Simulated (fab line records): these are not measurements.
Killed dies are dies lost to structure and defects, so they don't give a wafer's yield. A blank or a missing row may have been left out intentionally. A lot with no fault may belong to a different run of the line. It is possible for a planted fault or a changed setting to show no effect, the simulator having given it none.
Matching of chambers | flow n5_finfet | rie_diel-02 running N5_BEOL_M10_ETCH_62: 4 sister chambers
The step etches SOC in N2/H2, target depth 110 nm, overetch 22 nm, time 165 s. 24 wafers are shown with their chamber, then 12 later ones without.

EACH WAFER AND ITS CHAMBER
wafer  | chamber | drypump_motor_current_A (A) | showerhead_plenum_p_Torr (Torr) | throttle_valve_pct (%)
L077.2 | 3       | 5.2                         | 2.50                            | 18.1
L077.3 | 0       | 5.9                         | 2.61                            | 17.7
L077.6 | 2       | 4.8                         | 2.64                            | 17.9
L076.4 | 0       | 5.9                         | 2.61                            | 17.7
L076.5 | 0       | 5.9                         | 2.61                            | 17.7
L076.6 | 1       | 5.6                         | 2.40                            | 17.6
L081.2 | 1       | 5.7                         | 2.40                            | 17.6
L081.3 | 3       | 5.2                         | 2.49                            | 18.1
L081.6 | 3       | 5.2                         | 2.49                            | 18.1
L082.3 | 1       | 5.7                         | 2.40                            | 17.6
L082.5 | 3       | 5.2                         | 2.49                            | 18.2
L082.6 | 1       | 5.7                         | 2.40                            | 17.7
L088.4 | 3       | 5.2                         | 2.49                            | 18.2
L088.5 | 2       | 4.8                         | 2.62                            | 17.9
L088.6 | 1       | 5.7                         | 2.39                            | 17.7
L085.1 | 3       | 5.2                         | 2.49                            | 18.2
L085.4 | 2       | 4.8                         | 2.63                            | 17.9
L085.5 | 1       | 5.7                         | 2.39                            | 17.7
L086.2 | 2       | 4.8                         | 2.62                            | 17.9
L086.3 | 3       | 5.2                         | 2.48                            | 18.2
L086.6 | 1       | 5.7                         | 2.39                            | 17.7
L087.1 | 3       | 5.2                         | 2.48                            | 18.2
L087.5 | 3       | 5.2                         | 2.48                            | 18.2
L087.6 | 0       | 5.9                         | 2.60                            | 17.5

SIGNATURES (means of the wafers above)
reading                  | chamber 0 | chamber 1 | chamber 2 | chamber 3 | scatter within a chamber
drypump_motor_current_A  | 5.900     | 5.686     | 4.800     | 5.200     | 0.0207
showerhead_plenum_p_Torr | 2.6075    | 2.3957    | 2.6275    | 2.4878    | 0.00662
throttle_valve_pct       | 17.650    | 17.657    | 17.900    | 18.167    | 0.0579
Rule: a wafer's distance from a chamber is the root of the sum, over the readings, of the square of ((its reading less the chamber's mean) divided by the reading's scatter). If the next closest chamber is less than 2 further off than the closest, the wafer can't be placed; otherwise it belongs to the closest. How the scatter is found: for the shown wafers, subtract from each reading the mean of its chamber, square and add these, divide the total by (wafers less chambers), then take the root.

WAFERS WITH NO CHAMBER GIVEN
wafer  | drypump_motor_current_A (A) | showerhead_plenum_p_Torr (Torr) | throttle_valve_pct (%)
L090.4 | 5.9                         | 2.60                            | 17.5
L090.5 | 4.8                         | 2.62                            | 17.9
L090.6 | 5.2                         | 2.48                            | 18.2
L093.2 | 5.2                         | 2.48                            | 18.2
L093.4 | 5.9                         | 2.60                            | 17.5
L093.5 | 4.8                         | 2.62                            | 17.9
L094.1 | 4.8                         | 2.62                            | 17.9
L094.4 | 5.7                         | 2.71                            | 17.3
L094.5 | 4.8                         | 2.62                            | 18.0
L097.3 | 5.2                         | 2.48                            | 18.2
L097.4 | 4.8                         | 2.62                            | 17.9
L097.5 | 5.2                         | 2.48                            | 18.2

CHAMBER TAKEN BY EACH
wafer  | from the rows above | in truth
L090.4 | 0                   | 0
L090.5 | 2                   | 2
L090.6 | 3                   | 3
L093.2 | 3                   | 3
L093.4 | 0                   | 0
L093.5 | 2                   | 2
L094.1 | 2                   | 2
L094.4 | 0                   | 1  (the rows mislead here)
L094.5 | 2                   | 2
L097.3 | 3                   | 3
L097.4 | 2                   | 2
L097.5 | 3                   | 3
Correctly placed: 11 of 12. Number that these rows cannot place: 0. Wrongly placed: 1.
